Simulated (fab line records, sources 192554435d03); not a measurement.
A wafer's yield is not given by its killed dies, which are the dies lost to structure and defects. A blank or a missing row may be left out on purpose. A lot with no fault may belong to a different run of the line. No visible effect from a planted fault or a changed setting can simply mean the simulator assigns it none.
Matching of chambers | flow n5 finfet | N5_FIN_CUT_CUT_ETCH_15 on rie si-04 has 4 sister chambers
The step etches Si in HBr/Cl2/O2, target depth 100 nm, bt time 10 s, time 42.4 s. 24 wafers are shown with their chamber, then 12 later ones without.

## WAFERS WITH THEIR CHAMBER
wafer  | chamber | throttle valve pct (%) | drypump motor current A (A) | oes product au (a.u.)
L074.2 | 0       | 37.5                   | 6.3                         | 0.984
L074.3 | 1       | 37.0                   | 5.7                         | 1.015
L074.5 | 2       | 37.1                   | 6.8                         | 0.969
L075.1 | 0       | 37.5                   | 6.2                         | 0.980
L075.3 | 1       | 37.0                   | 5.7                         | 1.024
L075.5 | 0       | 37.5                   | 6.2                         | 0.980
L077.2 | 3       | 37.1                   | 5.9                         | 1.016
L077.5 | 2       | 37.1                   | 6.7                         | 0.970
L077.6 | 1       | 37.0                   | 5.7                         | 1.014
L078.1 | 3       | 37.1                   | 5.9                         | 1.015
L078.2 | 0       | 37.5                   | 6.2                         | 0.981
L078.4 | 1       | 37.0                   | 5.7                         | 1.031
L081.2 | 3       | 37.1                   | 5.9                         | 1.019
L081.4 | 1       | 37.1                   | 5.7                         | 1.013
L081.5 | 3       | 37.1                   | 5.9                         | 1.018
L083.1 | 3       | 37.1                   | 5.9                         | 1.015
L083.2 | 1       | 37.0                   | 5.7                         | 1.019
L083.3 | 0       | 37.5                   | 6.3                         | 0.979
L086.2 | 0       | 37.5                   | 6.2                         | 0.988
L086.4 | 1       | 37.0                   | 5.7                         | 1.025
L086.6 | 2       | 37.1                   | 6.7                         | 0.981
L088.1 | 2       | 37.1                   | 6.7                         | 0.978
L088.2 | 3       | 37.1                   | 5.9                         | 1.013
L088.4 | 1       | 37.0                   | 5.7                         | 1.029

SIGNATURES, as means of the wafers listed above
reading                 | chamber 0 | chamber 1 | chamber 2 | chamber 3 | scatter within a chamber
throttle valve pct      | 37.500    | 37.013    | 37.100    | 37.100    | 0.0209
drypump motor current A | 6.233     | 5.700     | 6.725     | 5.900     | 0.0323
oes product au          | 0.98200   | 1.02125   | 0.97450   | 1.01600   | 0.00514
Rule: for a wafer and a chamber, the distance is found by dividing, reading by reading, the gap between the wafer's reading and the chamber's mean by the reading's scatter, squaring, summing and taking the root. If the next closest chamber is less than 2 further off than the closest, the wafer can't be placed; otherwise it belongs to the closest. The scatter: take each reading less its chamber's mean, square it, sum over the shown wafers, divide by the number of wafers less the number of chambers, and take the root.

## WAFERS WITH NO CHAMBER GIVEN
wafer  | throttle valve pct (%) | drypump motor current A (A) | oes product au (a.u.)
L089.2 | 37.1                   | 6.8                         | 0.970
L089.3 | 37.5                   | 6.2                         | 0.978
L089.5 | 37.0                   | 5.7                         | 1.021
L092.1 | 37.1                   | 5.7                         | 1.024
L092.2 | 37.5                   | 6.3                         | 0.981
L092.5 | 37.1                   | 5.9                         | 1.010
L095.1 | 37.0                   | 5.7                         | 1.025
L095.4 | 37.5                   | 6.2                         | 0.977
L095.5 | 37.0                   | 5.7                         | 1.026
L096.1 | 37.1                   | 6.7                         | 0.971
L096.2 | 37.5                   | 6.2                         | 0.975
L096.6 | 37.0                   | 5.7                         | 1.025

## CHAMBER TAKEN BY EACH
wafer  | from the rows above | in truth
L089.2 | 2                   | 2
L089.3 | 0                   | 0
L089.5 | 1                   | 1
L092.1 | 1                   | 1
L092.2 | 0                   | 0
L092.5 | 3                   | 3
L095.1 | 1                   | 1
L095.4 | 0                   | 0
L095.5 | 1                   | 1
L096.1 | 2                   | 2
L096.2 | 0                   | 0
L096.6 | 1                   | 1
Correctly placed: 12 of 12. Left unplaced by these rows: 0. Wrongly placed: 0.
